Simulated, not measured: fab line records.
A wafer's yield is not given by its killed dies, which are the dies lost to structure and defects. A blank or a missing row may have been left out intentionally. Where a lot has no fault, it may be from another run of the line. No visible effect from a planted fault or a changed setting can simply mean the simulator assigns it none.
Which of the tools did it? -- flow nand-harc -- Sampling: 14 lots, 42 wafers, 4 of 1302 route steps

== WHAT EACH GAUGE READ, for each wafer ==
NHARC_END_SORT_01.
lot,measured,on,killed-at-array,killed-at-other,killed-at-periphery,killed-dies,killed-open,killed-short
L962,day 32 18:08,prober-01,114 42 37,0 0 0,3 5 4,117 47 41,4 6 4,3 3 4
L965,day 34 03:38,prober-01,68 82 143,3 0 2,9 8 3,80 90 148,5 4 4,4 3 3

== WHICH TOOL RAN EACH LOT (tool, then ch and the chambers of the sampled wafers, then the start) ==
lot,NHARC_A_CHANNEL_FILL_D2_ALD_16,NHARC_THIN_TSV_DEGAS_53,NHARC_THIN_TSV_PRE_CLEAN_54
L942,"ald-hk-02 ch 0,1,2, day 14 02:21","pvd-sputter-02, day 24 04:31","pvd-sputter-02, day 24 04:37"
L944,"ald-hk-03 ch 1,2,3, day 14 22:32","pvd-sputter-01, day 24 20:46","pvd-sputter-01, day 24 20:51"
L945,"ald-hk-02 ch 1,2, day 14 22:34","pvd-sputter-01, day 25 00:18","pvd-sputter-01, day 25 00:22"
L943,"ald-hk-02 ch 0,2, day 15 02:48","pvd-sputter-03, day 25 01:20","pvd-sputter-03, day 25 01:24"
L946,"ald-hk-01 ch 0,2,3, day 15 10:55","pvd-sputter-01, day 25 02:24","pvd-sputter-01, day 25 02:29"
L947,"ald-hk-03 ch 0,1,2, day 15 21:42","pvd-sputter-02, day 25 11:03","pvd-sputter-02, day 25 11:07"
L949,"ald-hk-01 ch 0,3, day 17 03:38","pvd-sputter-02, day 27 07:33","pvd-sputter-02, day 27 07:38"
L951,"ald-hk-03 ch 1,2,3, day 18 00:48","pvd-sputter-03, day 28 21:17","pvd-sputter-03, day 28 21:21"
L952,"ald-hk-01 ch 0,1,2, day 18 11:01","pvd-sputter-03, day 28 20:03","pvd-sputter-03, day 28 20:07"
L955,"ald-hk-01 ch 0,1,3, day 19 03:34","pvd-sputter-01, day 29 04:22","pvd-sputter-01, day 29 04:27"
L954,"ald-hk-03 ch 0,1,3, day 19 08:34","pvd-sputter-03, day 29 05:17","pvd-sputter-03, day 29 05:22"
L958,"ald-hk-01 ch 0,1,3, day 20 15:42","pvd-sputter-02, day 31 01:25","pvd-sputter-02, day 31 01:30"
L962,"ald-hk-03 ch 0,1,3, day 22 00:51","pvd-sputter-03, day 32 08:04","pvd-sputter-03, day 32 08:10"
L965,"ald-hk-03 ch 0,1,3, day 23 15:47","pvd-sputter-01, day 33 15:04","pvd-sputter-01, day 33 15:07"
- NHARC_A_CHANNEL_FILL_D2_ALD_16: deposits SiO2, target thk 1.5 nm, pulse time 10 s, ald cycles 15.
- NHARC_THIN_TSV_DEGAS_53: time 60 s.
- NHARC_THIN_TSV_PRE_CLEAN_54: time 30 s.

== AS READ BY THE TOOLS THEMSELVES (means over the sampled wafers that have a number; for cases with no such wafer, the mark the record gives instead) ==
NHARC_A_CHANNEL_FILL_D2_ALD_16.
lot,tool,heater-power-outer-w (W),heater-power-w (W),precursor-pulse-height-rel
L942,ald-hk-02,271,483,1.018
L944,ald-hk-03,244,436,0.998
L945,ald-hk-02,262,476,1.014
L943,ald-hk-02,283,496,1.001
L946,ald-hk-01,257,453,0.999
L947,ald-hk-03,245,440,1.009
L949,ald-hk-01,272,482,0.989
L951,ald-hk-03,241,437,0.997
L952,ald-hk-01,258,459,1.002
L955,ald-hk-01,275,480,0.997
L954,ald-hk-03,262,461,1.010
L958,ald-hk-01,275,486,0.991
L962,ald-hk-03,263,469,1.007
L965,ald-hk-03,259,460,1.015

NHARC_THIN_TSV_DEGAS_53.
lot,tool,heater-power-w (W)
L942,pvd-sputter-02,501
L944,pvd-sputter-01,509
L945,pvd-sputter-01,499
L943,pvd-sputter-03,459
L946,pvd-sputter-01,440
L947,pvd-sputter-02,480
L949,pvd-sputter-02,488
L951,pvd-sputter-03,429
L952,pvd-sputter-03,460
L955,pvd-sputter-01,544
L954,pvd-sputter-03,457
L958,pvd-sputter-02,488
L962,pvd-sputter-03,420
L965,pvd-sputter-01,459

NHARC_THIN_TSV_PRE_CLEAN_54.
lot,tool,heater-power-w (W)
L942,pvd-sputter-02,433
L944,pvd-sputter-01,453
L945,pvd-sputter-01,474
L943,pvd-sputter-03,406
L946,pvd-sputter-01,476
L947,pvd-sputter-02,433
L949,pvd-sputter-02,427
L951,pvd-sputter-03,400
L952,pvd-sputter-03,366
L955,pvd-sputter-01,467
L954,pvd-sputter-03,411
L958,pvd-sputter-02,420
L962,pvd-sputter-03,379
L965,pvd-sputter-01,381

== THE ANSWER, worked out from the rows above alone ==
Rule: the usual values come from the lots themselves. Put in order of their means at a reading, lots are off if they are a third of the lots or fewer, leave a main group of 4 or more, and stand apart from it by a gap of 3 or more times the standard deviation of the main group's means; of several such gaps the widest counts. A main group whose means are all the same, to the digits that the tables above print for the reading, isn't used. Also off: a lot with no number at a reading for which 4 or more lots have one. The other lots that the step has rows for count as sound. Order of review: gauges by route order, followed by the tools' own readings, for which a lot's mean as printed above is used. At the first step where some lot is off, the reading lying furthest off is the one used; lots without a number count as furthest.
Across all readings shown, no lot is off: no conclusion can be drawn from this.

== WHAT THE SIMULATOR PUT IN ==
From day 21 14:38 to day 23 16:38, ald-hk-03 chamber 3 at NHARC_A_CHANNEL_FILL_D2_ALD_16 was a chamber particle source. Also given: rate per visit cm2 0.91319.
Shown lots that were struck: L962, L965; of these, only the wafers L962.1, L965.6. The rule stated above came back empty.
